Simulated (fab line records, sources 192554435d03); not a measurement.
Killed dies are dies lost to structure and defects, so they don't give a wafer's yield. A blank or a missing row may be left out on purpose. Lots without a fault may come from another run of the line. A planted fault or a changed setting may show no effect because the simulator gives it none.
fab line records | flow n5_finfet | part 1 of 2: steps 1 to 28 of 34
record lots=5 wafers=15 last_day=16
route steps=1938 shown BEOL_M6@1199
lots that met no fault: from a run of the same line without faults
start_h: hours from the record's first day to the start of the lot's first wafer shown | wait_h: hours since the lot's step before | " the same as in the row above | L1.1+2: a row that stands for several wafers | - no value, or no start given | * or withheld: withheld | < > ~ a bound
route shown NAME@n: a module of which the file shows steps, and the number in the route of the first | usual: mean/standard deviation of fault-free wafers | same: alike in all rows | chamber/n: place in a boat | sites: the reading at each site | _std_site: their standard deviation | _edge_site: outer sites' mean less inner sites' | radius_mm: how far each site lies from the wafer's centre | mask NAME#n: copy n | behind: the tool/chamber that last shaped the wafer | hold: why the lot was held/for how many hours/how that ended | device: the transistor (n, p or np) that didn't switch | end of line: the same wafers' tests at the end of the route | a step without rows: its recipe alone | killed: dies lost to structure and defects at the first sort, not the wafer's yield | map: a wafer's dies, x killed, . not, _ none there
set.NAME: the setting as run; set.NAME@STEP: as run at that earlier step | model.NAME: the simulator's own value behind a step, which no gauge read
lots at some steps of the route; a table a step, a row a wafer
services: from which hour (start_h, from the record's first day; less than 0 if before it) a tool's chamber was out of use, for how many hours, and why
## steps
# step N5_BEOL_M6_COAT_59
# recipe resist=SOC temp_c=250 time_s=60 spin_rpm=1500 resist_thk_nm=100
# columns lot.wafer tool chamber start_h wait_h
L074.4+5+6 litho_track-04 0 186.13 0.1
L075.2+4+6 litho_track-02 0 191.32 0.1
L078.2+3+4 litho_track-04 0 212.10 0.1
L091.2+4+5 litho_track-01 0 297.03 0.1
L094.1+3+4 litho_track-02 0 302.05 0.1
# step N5_BEOL_M6_COAT_60
# recipe resist=SiARC temp_c=220 time_s=60 spin_rpm=1500 resist_thk_nm=35
# columns lot.wafer tool chamber start_h wait_h
L074.4+5+6 litho_track-04 0 - -
L075.2+4+6 litho_track-02 0 - -
L078.2+3+4 litho_track-04 0 - -
L091.2+4+5 litho_track-01 0 - -
L094.1+3+4 litho_track-02 0 - -
# step N5_BEOL_M6_COAT_05
# recipe resist=CAR-ArF spin_rpm=1500 resist_thk_nm=90
# columns lot.wafer tool chamber start_h wait_h
L074.4+5+6 litho_track-04 0 - -
L075.2+4+6 litho_track-02 0 - -
L078.2+3+4 litho_track-04 0 - -
L091.2+4+5 litho_track-01 0 - -
L094.1+3+4 litho_track-02 0 - -
# step N5_BEOL_M6_EBR_07
# recipe solvent=PGMEA ebr_width_mm=1.5
# columns lot.wafer tool chamber start_h wait_h
L074.4+5+6 litho_track-04 0 - -
L075.2+4+6 litho_track-02 0 - -
L078.2+3+4 litho_track-04 0 - -
L091.2+4+5 litho_track-01 0 - -
L094.1+3+4 litho_track-02 0 - -
# step N5_BEOL_M6_SOFTBAKE_06
# recipe temp_c=110 time_s=60 resist=CAR-ArF
# columns lot.wafer tool chamber start_h wait_h
L074.4+5+6 litho_track-04 0 - -
L075.2+4+6 litho_track-02 0 - -
L078.2+3+4 litho_track-04 0 - -
L091.2+4+5 litho_track-01 0 - -
L094.1+3+4 litho_track-02 0 - -
# step N5_BEOL_M6_EXPOSE_08
# recipe mask_id=M6 na=1.35 source_shape=dipole sigma_inner=0.817 sigma_outer=0.97 polarization=te dose_mj=68.25
# same dipole_opening_deg=35
# columns lot.wafer tool chamber start_h wait_h mask
L074.4+5+6 arfi_scanner-02 0 186.39 - M6#0
L075.2+4+6 arfi_scanner-02 0 191.44 - M6#0
L078.2+3+4 arfi_scanner-03 0 212.35 - M6#0
L091.2+4+5 arfi_scanner-03 0 297.16 - M6#0
L094.1+3+4 arfi_scanner-02 0 302.29 - M6#0
# step N5_BEOL_M6_PEB_09
# recipe peb_temp_c=withheld peb_time_s=60 resist=CAR-ArF
# same peb_time_s=60
# columns lot.wafer tool chamber start_h wait_h
L074.4+5+6 litho_track-04 0 186.44 0.0
L075.2+4+6 litho_track-02 0 191.50 0.0
L078.2+3+4 litho_track-01 0 212.41 0.0
L091.2+4+5 litho_track-01 0 297.21 0.0
L094.1+3+4 litho_track-04 0 302.35 0.1
# step N5_BEOL_M6_DEVELOP_10
# recipe develop_time_s=30 developer=TMAH resist=CAR-ArF rinse_liquid=diw dry=air_spin dev_temp_c=23
# columns lot.wafer tool chamber start_h wait_h
L074.4+5+6 litho_track-04 0 - -
L075.2+4+6 litho_track-02 0 - -
L078.2+3+4 litho_track-01 0 - -
L091.2+4+5 litho_track-01 0 - -
L094.1+3+4 litho_track-04 0 - -
# step N5_BEOL_M6_CD_MEAS_11
# recipe target_cd_nm=38.5 landing_energy_ev=500 detector=se_inlens polarity=opening
# usual cd_nm=38.7/0.51
# columns lot.wafer tool chamber start_h wait_h cd_nm
L074.4 cd_sem-01 0 186.51 - 39.4
L074.5 " 0 " " 39.1
L074.6 " 0 " " 38.5
L075.2 cd_sem-03 0 191.57 - 39.6
L075.4 " 0 " " 39.6
L075.6 " 0 " " 39.1
L078.2 cd_sem-02 0 212.47 - 38.1
L078.3 " 0 " " 38.2
L078.4 " 0 " " 37.9
L091.2 cd_sem-02 0 297.28 - 38.0
L091.4 " 0 " " 37.9
L091.5 " 0 " " 37.8
L094.1 cd_sem-03 0 302.42 - 38.9
L094.3 " 0 " " 38.9
L094.4 " 0 " " 38.6
# step N5_BEOL_M6_OVL_MEAS_12
# recipe points_per_wafer=44
# usual M6_OVL=0.4/0.78
# same points_per_wafer=44
# columns lot.wafer tool chamber start_h wait_h M6_OVL[nm]
L074.4 overlay-01 0 186.53 0.0 0.3
L074.5 " 0 " " 1.3
L074.6 " 0 " " 0.3
L075.2 overlay-02 0 191.60 0.0 0.0
L075.4 " 0 " " 0.1
L075.6 " 0 " " 0.7
L078.2 overlay-02 0 212.50 0.0 0.8
L078.3 " 0 " " 0.4
L078.4 " 0 " " -0.3
L091.2 overlay-02 0 297.31 0.0 1.2
L091.4 " 0 " " 0.4
L091.5 " 0 " " 1.1
L094.1 overlay-01 0 302.45 0.0 0.7
L094.3 " 0 " " 1.3
L094.4 " 0 " " 0.2
# step N5_BEOL_M6_INSPECT_13
# recipe mode=adi inspect_instrument=brightfield
# usual raw_defect_count=416/140
# columns lot.wafer tool chamber start_h wait_h raw_defect_count
L074.4 defect_inspect-02 - 186.56 0.0 473
L074.5 " - " " 353
L074.6 " - " " 410
L075.2 defect_inspect-01 - 191.62 0.0 377
L075.4 " - " " 409
L075.6 " - " " 431
L078.2 defect_inspect-01 - 212.53 0.0 309
L078.3 " - " " 211
L078.4 " - " " 303
L091.2 defect_inspect-02 - 297.33 0.0 871
L091.4 " - " " 545
L091.5 " - " " 551
L094.1 defect_inspect-02 - 302.47 0.0 272
L094.3 " - " " 395
L094.4 " - " " 448
# step N5_BEOL_M6_DESCUM_16
# recipe chemistry=O2 time_s=7.9 source_power_w=50 bias_power_w=20 pressure_mtorr=20 rf_frequency_hz=2.712e+07 temp_c=40 resist=CAR-ArF o2_flow_sccm=225
# usual drypump_motor_current_A=5.6/0.49 oes_product_au=0.78/0.084 rf_vpp_V=243.4/1.3 showerhead_plenum_p_Torr=2.11/0.062 throttle_valve_pct=20.52/0.25
# columns lot.wafer tool chamber start_h wait_h drypump_motor_current_A oes_product_au rf_hours_counter_h rf_vpp_V showerhead_plenum_p_Torr throttle_valve_pct
L074.4 rie_diel-01 1 186.59 0.0 6.0 0.94 10 243.7 2.05 20.33
L074.5 " 2 " " 6.1 0.74 - 245.2 2.18 20.67
L074.6 " 1 " " 5.9 0.96 - 241.9 2.05 20.35
L075.2 rie_diel-06 0 192.23 0.6 4.9 0.85 51 243.1 2.06 20.59
L075.4 " 3 " " 5.7 0.73 165 243.1 2.10 20.72
L075.6 " 0 " " 4.9 0.85 - 242.7 2.06 20.57
L078.2 rie_diel-05 3 212.56 0.0 5.7 0.84 61 244.4 2.20 20.00
L078.3 " 1 " " 5.8 0.77 108 244.9 2.19 20.54
L078.4 " 1 " " 5.7 0.78 - 246.1 2.19 20.55
L091.2 rie_diel-06 1 297.37 0.0 5.2 0.71 190 242.6 2.07 20.34
L091.4 " 2 " " 6.6 0.93 12 245.4 2.14 20.34
L091.5 " 3 " " 5.7 0.70 - 243.2 2.08 20.76
L094.1 rie_diel-05 3 302.92 0.4 5.7 0.79 98 245.1 2.18 20.06
L094.3 " 2 " " 5.1 0.99 6 244.2 2.14 20.40
L094.4 " 1 " " 5.7 0.73 144 244.9 2.17 20.61
# step N5_BEOL_M6_ETCH_61
# recipe chemistry=CF4 target=SiARC target_depth_a=455 mask_material=CAR-ArF time_s=75.8 ion_energy_ev=80 pressure_mtorr=40 source_w=545 bias_w=36 Ar_flow_sccm=100 cf4_flow_sccm=100 ends=cleared
# usual drypump_motor_current_A=5.6/0.49 etch_rf_on_time_s=76.4/1.4 oes_product_au=0.67/0.07 rf_vpp_V=184.3/1.1 showerhead_plenum_p_Torr=2.16/0.062 throttle_valve_pct=15.69/0.23
# columns lot.wafer tool chamber start_h wait_h drypump_motor_current_A etch_rf_on_time_s oes_product_au rf_hours_counter_h rf_vpp_V showerhead_plenum_p_Torr throttle_valve_pct
L074.4 rie_diel-01 1 186.63 0.0 5.9 74.0 0.82 10 182.0 2.10 15.43
L074.5 " 2 " " 6.1 75.2 0.63 - 187.2 2.21 15.76
L074.6 " 1 " " 5.9 73.6 0.82 - 185.2 2.10 15.43
L075.2 rie_diel-06 0 192.26 0.0 4.9 74.9 0.72 51 183.0 2.10 15.61
L075.4 " 3 " " 5.8 75.3 0.63 165 183.4 2.14 15.88
L075.6 " 0 " " 4.9 74.9 0.72 - 182.5 2.10 15.61
L078.2 rie_diel-05 3 212.60 0.0 5.7 76.2 0.71 61 186.4 2.25 15.32
L078.3 " 1 " " 5.7 77.1 0.67 108 185.2 2.24 15.76
L078.4 " 1 " " 5.7 77.1 0.67 - 185.2 2.24 15.77
L091.2 rie_diel-06 1 297.40 0.0 5.1 76.8 0.62 190 184.6 2.14 15.62
L091.4 " 2 " " 6.6 77.7 0.79 12 184.4 2.19 15.42
L091.5 " 3 " " 5.8 76.3 0.60 - 183.6 2.12 15.95
L094.1 rie_diel-05 3 302.95 0.0 5.7 78.3 0.67 98 185.4 2.24 15.36
L094.3 " 2 " " 5.1 75.1 0.83 6 185.4 2.19 15.54
L094.4 " 1 " " 5.7 79.0 0.62 144 184.3 2.23 15.85
# step N5_BEOL_M6_ETCH_62
# recipe chemistry=N2/H2 target=SOC target_depth_a=1100 overetch_a=220 mask_material=SiARC temp_c=40 time_s=165 ion_energy_ev=200 pressure_mtorr=30 source_w=840 bias_w=150 n2_flow_sccm=200 h2_flow_sccm=200
# usual drypump_motor_current_A=5.6/0.49 oes_product_au=0.66/0.069 rf_vpp_V=524.4/2.2 showerhead_plenum_p_Torr=2.56/0.079 throttle_valve_pct=17.86/0.24
# columns lot.wafer tool chamber start_h wait_h drypump_motor_current_A oes_product_au rf_hours_counter_h rf_vpp_V showerhead_plenum_p_Torr throttle_valve_pct
L074.4 rie_diel-01 1 186.68 0.0 5.9 0.80 11 523.2 2.49 17.68
L074.5 " 2 " " 6.1 0.63 - 526.7 2.64 18.08
L074.6 " 1 " " 6.0 0.79 - 523.0 2.49 17.68
L075.2 rie_diel-06 0 192.32 0.0 4.9 0.72 51 523.3 2.48 17.75
L075.4 " 3 " " 5.8 0.62 165 523.3 2.54 18.03
L075.6 " 0 " " 4.9 0.71 - 520.4 2.48 17.77
L078.2 rie_diel-05 3 212.65 0.0 5.7 0.71 61 527.5 2.68 17.50
L078.3 " 1 " " 5.8 0.66 108 527.1 2.67 17.98
L078.4 " 1 " " 5.8 0.66 - 528.2 2.67 17.99
L091.2 rie_diel-06 1 297.46 0.0 5.1 0.62 191 523.0 2.52 17.61
L091.4 " 2 " " 6.6 0.80 12 525.4 2.59 17.51
L091.5 " 3 " " 5.8 0.60 - 524.9 2.52 18.09
L094.1 rie_diel-05 3 303.01 0.0 5.7 0.68 98 528.2 2.67 17.56
L094.3 " 2 " " 5.2 0.82 6 526.6 2.61 17.79
L094.4 " 1 " " 5.7 0.64 144 525.4 2.65 18.05
# step N5_BEOL_M6_STRIP_68
# recipe chemistry=N2/H2 temp_c=40 n2_flow_sccm=200 h2_flow_sccm=200 rf_frequency_hz=6e+07
# columns lot.wafer tool chamber start_h wait_h
L074.4+5+6 rie_diel-01 1,2,1 186.82 0.1
L075.2+4+6 rie_diel-06 0,3,0 192.45 0.1
L078.2+3+4 rie_diel-05 3,1,1 212.79 0.1
L091.2+4+5 rie_diel-06 1,2,3 297.59 0.1
L094.1+3+4 rie_diel-05 3,2,1 303.15 0.1
# step N5_BEOL_M6_STRIP_67
# recipe chemistry=CF4 resist=SiARC power_w=300 bias_power_w=75 pressure_mtorr=50 cf4_flow_sccm=150 rf_frequency_hz=6e+07
# usual drypump_motor_current_A=5.6/0.49 oes_product_au=0.78/0.082 rf_vpp_V=271.4/1.5 showerhead_plenum_p_Torr=1.81/0.052 throttle_valve_pct=13.66/0.25
# columns lot.wafer tool chamber start_h wait_h drypump_motor_current_A oes_product_au rf_hours_counter_h rf_vpp_V showerhead_plenum_p_Torr throttle_valve_pct
L074.4 rie_diel-01 1 186.83 0.0 5.9 0.94 11 270.0 1.76 13.39
L074.5 " 2 " " 6.1 0.74 - 272.0 1.85 13.76
L074.6 " 1 " " 5.9 0.94 - 268.5 1.76 13.38
L075.2 rie_diel-06 0 192.46 0.0 4.9 0.85 51 270.2 1.77 13.61
L075.4 " 3 " " 5.8 0.73 165 272.0 1.80 13.91
L075.6 " 0 " " 4.9 0.85 - 272.1 1.77 13.58
L078.2 rie_diel-05 3 212.80 0.0 5.7 0.84 61 273.1 1.89 13.25
L078.3 " 1 " " 5.7 0.79 108 273.0 1.88 13.74
L078.4 " 1 " " 5.8 0.78 - 275.1 1.88 13.74
L091.2 rie_diel-06 1 297.60 0.0 5.1 0.72 191 270.7 1.78 13.59
L091.4 " 2 " " 6.6 0.94 12 271.9 1.83 13.35
L091.5 " 3 " " 5.8 0.70 - 269.6 1.79 13.99
L094.1 rie_diel-05 3 303.16 0.0 5.7 0.79 98 272.6 1.88 13.36
L094.3 " 2 " " 5.1 0.98 6 271.7 1.82 13.38
L094.4 " 1 " " 5.7 0.74 144 273.9 1.87 13.82
# step N5_BEOL_M6_HM_OPEN_17
# recipe chemistry=Cl2/BCl3 target_depth_a=200 overetch_a=60 target=TiN mask_material=SOC ion_energy_ev=150 pressure_mtorr=10 icp_w=1000 bias_w=126 Cl2_flow_sccm=53.25 bcl3_flow_sccm=21.75 Ar_flow_sccm=25
# usual bcl3_flow_sccm=21.75/0.065 drypump_motor_current_A=5.5/0.41 mfc_cl2_sccm=53.24/0.14 oes_product_au=0.70/0.07 throttle_valve_pct=22.05/0.12
# columns lot.wafer tool chamber start_h wait_h bcl3_flow_sccm drypump_motor_current_A mfc_cl2_sccm oes_product_au rf_hours_counter_h throttle_valve_pct
L074.4 rie_metal-01 1 186.90 0.1 21.77 5.2 53.11 0.76 - 22.03
L074.5 " 0 " " 21.70 5.3 53.08 0.64 - 22.23
L074.6 " 1 " " 21.70 5.2 53.44 0.76 - 22.03
L075.2 rie_metal-03 1 192.50 0.0 21.73 6.2 53.33 0.83 1 21.87
L075.4 " 0 " " 21.81 5.4 53.17 0.60 - 22.18
L075.6 " 0 " " 21.68 5.4 53.20 0.61 - 22.20
L078.2 rie_metal-02 1 212.87 0.1 21.74 5.1 53.46 0.69 - 21.98
L078.3 " 1 " " 21.75 5.2 53.20 0.70 - 21.98
L078.4 " 1 " " 21.71 5.2 53.20 0.69 - 21.96
L091.2 rie_metal-02 0 297.65 0.0 21.72 6.0 53.40 0.77 7 22.05
L091.4 " 1 " " 21.62 5.1 53.19 0.67 - 21.98
L091.5 " 0 " " 21.63 6.0 53.17 0.76 - 22.05
L094.1 rie_metal-01 1 303.20 0.0 21.80 5.2 53.25 0.72 25 22.06
L094.3 " 0 " " 21.79 5.3 53.05 0.62 - 22.28
L094.4 " 1 " " 21.77 5.2 53.51 0.71 - 22.07
# step N5_BEOL_M6_STRIP_19
# recipe chemistry=O2 power_w=400 temp_c=40 pressure_mtorr=30 rf_frequency_hz=6e+07 bias_power_w=0 overash_fraction=0.2 o2_flow_sccm=225
# usual drypump_motor_current_A=5.6/0.5 oes_product_au=0.80/0.092 rf_vpp_V=3.6/0.63 showerhead_plenum_p_Torr=2.12/0.06 throttle_valve_pct=16.73/0.29
# columns lot.wafer tool chamber start_h wait_h drypump_motor_current_A oes_product_au rf_hours_counter_h rf_vpp_V showerhead_plenum_p_Torr throttle_valve_pct
L074.4 rie_diel-05 3 186.98 0.1 5.7 0.85 51 3.8 2.20 16.28
L074.5 " 3 " " 5.7 0.85 - 3.3 2.20 16.27
L074.6 " 2 " " 5.1 0.70 - 4.9 2.16 16.95
L075.2 rie_diel-01 1 192.76 0.2 5.9 0.94 14 3.1 2.06 16.54
L075.4 " 0 " " 5.1 0.83 66 4.1 2.03 16.68
L075.6 " 3 " " 5.3 0.73 - 3.6 2.17 17.21
L078.2 rie_diel-05 2 213.04 0.1 5.1 0.69 230 4.9 2.15 16.97
L078.3 " 3 " " 5.7 0.85 61 3.2 2.20 16.28
L078.4 " 2 " " 5.1 0.70 - 2.5 2.15 16.98
L091.2 rie_diel-05 3 297.76 0.1 5.7 0.79 96 3.9 2.19 16.36
L091.4 " 0 " " 6.6 0.93 23 4.1 2.05 16.26
L091.5 " 2 " " 5.1 1.00 - 3.8 2.14 16.60
L094.1 rie_diel-05 2 303.34 0.1 5.1 0.99 6 4.7 2.14 16.59
L094.3 " 1 " " 5.8 0.74 145 4.1 2.18 16.83
L094.4 " 3 " " 5.7 0.79 98 3.4 2.19 16.38
# step N5_BEOL_M6_CD_MEAS_18
# recipe pitch_nm=80 target_cd_nm=40
# usual cd_nm=40.1/0.63
# columns lot.wafer tool chamber start_h wait_h cd_nm
L074.4 cd_sem-01 - 187.05 0.1 41.4
L074.5 " - " " 40.6
L074.6 " - " " 40.8
L075.2 cd_sem-03 - 192.83 0.1 41.5
L075.4 " - " " 40.7
L075.6 " - " " 40.4
L078.2 cd_sem-01 - 213.11 0.1 40.2
L078.3 " - " " 39.5
L078.4 " - " " 39.8
L091.2 cd_sem-02 - 297.83 0.1 39.3
L091.4 " - " " 39.3
L091.5 " - " " 38.9
L094.1 cd_sem-02 - 303.41 0.0 40.6
L094.3 " - " " 40.2
L094.4 " - " " 40.1
# step N5_BEOL_M6_COAT_63
# recipe resist=SOC temp_c=250 time_s=60 spin_rpm=1500 resist_thk_nm=60
# columns lot.wafer tool chamber start_h wait_h
L074.4+5+6 litho_track-04 0 187.09 0.0
L075.2+4+6 litho_track-04 0 193.05 0.2
L078.2+3+4 litho_track-02 0 213.18 0.1
L091.2+4+5 litho_track-04 0 297.92 0.1
L094.1+3+4 litho_track-04 0 303.91 0.5
# step N5_BEOL_M6_COAT_64
# recipe resist=SiARC temp_c=220 time_s=60 spin_rpm=1500 resist_thk_nm=12
# columns lot.wafer tool chamber start_h wait_h
L074.4+5+6 litho_track-04 0 - -
L075.2+4+6 litho_track-04 0 - -
L078.2+3+4 litho_track-02 0 - -
L091.2+4+5 litho_track-04 0 - -
L094.1+3+4 litho_track-04 0 - -
# step N5_BEOL_M6_COAT_71
# recipe resist=underlayer temp_c=205 time_s=60 spin_rpm=1500 resist_thk_nm=5
# columns lot.wafer tool chamber start_h wait_h
L074.4+5+6 litho_track-04 0 - -
L075.2+4+6 litho_track-04 0 - -
L078.2+3+4 litho_track-02 0 - -
L091.2+4+5 litho_track-04 0 - -
L094.1+3+4 litho_track-04 0 - -
# step N5_BEOL_M6_COAT_22
# recipe resist=CAR-EUV spin_rpm=1500 resist_thk_nm=30
# columns lot.wafer tool chamber start_h wait_h
L074.4+5+6 litho_track-04 0 - -
L075.2+4+6 litho_track-04 0 - -
L078.2+3+4 litho_track-02 0 - -
L091.2+4+5 litho_track-04 0 - -
L094.1+3+4 litho_track-04 0 - -
# step N5_BEOL_M6_EBR_24
# recipe solvent=PGMEA ebr_width_mm=1.5
# columns lot.wafer tool chamber start_h wait_h
L074.4+5+6 litho_track-04 0 - -
L075.2+4+6 litho_track-04 0 - -
L078.2+3+4 litho_track-02 0 - -
L091.2+4+5 litho_track-04 0 - -
L094.1+3+4 litho_track-04 0 - -
# step N5_BEOL_M6_SOFTBAKE_23
# recipe temp_c=110 time_s=60 resist=CAR-EUV
# columns lot.wafer tool chamber start_h wait_h
L074.4+5+6 litho_track-04 0 - -
L075.2+4+6 litho_track-04 0 - -
L078.2+3+4 litho_track-02 0 - -
L091.2+4+5 litho_track-04 0 - -
L094.1+3+4 litho_track-04 0 - -
# step N5_BEOL_M6_EXPOSE_25
# recipe mask_id=V5 na=0.33 source_shape=annular sigma_inner=0.4 sigma_outer=0.8 polarization=unpolarized target_cd_nm=40 dose_mj=45
# columns lot.wafer tool chamber start_h wait_h mask
L074.4+5+6 euv_scanner-01 0 187.37 - V5#0
L075.2+4+6 euv_scanner-01 0 193.21 - V5#0
L078.2+3+4 euv_scanner-02 0 213.32 - V5#0
L091.2+4+5 euv_scanner-02 0 298.19 - V5#0
L094.1+3+4 euv_scanner-01 0 304.17 - V5#0
# step N5_BEOL_M6_PEB_26
# recipe peb_temp_c=100 peb_time_s=60 resist=CAR-EUV
# same peb_time_s=60
# columns lot.wafer tool chamber start_h wait_h
L074.4+5+6 litho_track-04 0 187.42 0.0
L075.2+4+6 litho_track-02 0 193.27 0.1
L078.2+3+4 litho_track-02 0 213.38 0.1
L091.2+4+5 litho_track-01 0 298.25 0.1
L094.1+3+4 litho_track-02 0 304.24 0.1
# step N5_BEOL_M6_DEVELOP_27
# recipe develop_time_s=30 developer=TMAH resist=CAR-EUV rinse_liquid=surfactant_rinse dry=air_spin dev_temp_c=23
# columns lot.wafer tool chamber start_h wait_h
L074.4+5+6 litho_track-04 0 - -
L075.2+4+6 litho_track-02 0 - -
L078.2+3+4 litho_track-02 0 - -
L091.2+4+5 litho_track-01 0 - -
L094.1+3+4 litho_track-02 0 - -
